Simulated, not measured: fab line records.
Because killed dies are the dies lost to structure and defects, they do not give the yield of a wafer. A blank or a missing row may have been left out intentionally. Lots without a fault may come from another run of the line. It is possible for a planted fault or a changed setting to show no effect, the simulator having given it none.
The tool behind it: which one? ; flow nand-harc ; 18 wafers from 6 lots sampled at 3 of the route's 1159 steps

== WHAT THE GAUGES SHOWED, per wafer ==
NHARC_P_ZERO_WELL_CD_MEAS_52: the cd target is 2000 nm.
lot;measured;on;cd-nm (nm)
L705;day 1 23:53;cd-sem-01;2002.2 2000.6 2000.6
L707;day 2 11:52;cd-sem-03;1999.9 2000.9 1999.9
L709;day 2 23:40;cd-sem-02;1999.6 2002.7 2004.1
L712;day 3 17:43;cd-sem-01;2003.0 1999.1 2001.5
L714;day 4 05:56;cd-sem-02;2000.8 2000.9 2002.8
L727;day 7 11:38;cd-sem-03;2002.6 2000.2 2000.4

== WHICH TOOL RAN EACH LOT (tool, then ch and the chambers of the sampled wafers, then the start) ==
lot;NHARC_P_ZERO_WELL_DESCUM_26;NHARC_P_ZERO_WELL_EXPOSE_49
L705;rie-diel-13 ch 0,2,3, day 1 20:47;krf-scanner-03 ch 0, day 1 23:44
L707;rie-diel-03 ch 0,1,3, day 2 08:44;krf-scanner-03 ch 0, day 2 11:42
L709;rie-diel-13 ch 0,1,3, day 2 20:40;krf-scanner-01 ch 0, day 2 23:30
L712;rie-diel-03 ch 0,2,3, day 3 14:49;krf-scanner-03 ch 0, day 3 17:33
L714;rie-diel-13 ch 1,2,3, day 4 02:45;krf-scanner-02 ch 0, day 4 05:46
L727;rie-diel-13 ch 0,2, day 7 08:44;krf-scanner-01 ch 0, day 7 11:29
- NHARC_P_ZERO_WELL_DESCUM_26: chemistry O2, time 3 s.
- NHARC_P_ZERO_WELL_EXPOSE_49: exposes mask P HVPW, target cd 2000 nm.

== THE ANSWER, worked out from the rows above alone ==
Rule: usual is defined by the lots themselves. The widest of any qualifying gaps counts: lots, ordered by their means at a reading, are off when they make up no more than a third of the lots, leave a main group of 4 or more, and stand apart from it by 3 or more times the standard deviation of that group's means. If all means in a main group match to the digits the tables above print for the reading, that group is not used. Also off: a lot with no number at a reading for which 4 or more lots have one. Any other lot the step has rows for is counted as sound.
None of the lots is off at any reading shown; this tells nothing.

== WHAT THE SIMULATOR PUT IN ==
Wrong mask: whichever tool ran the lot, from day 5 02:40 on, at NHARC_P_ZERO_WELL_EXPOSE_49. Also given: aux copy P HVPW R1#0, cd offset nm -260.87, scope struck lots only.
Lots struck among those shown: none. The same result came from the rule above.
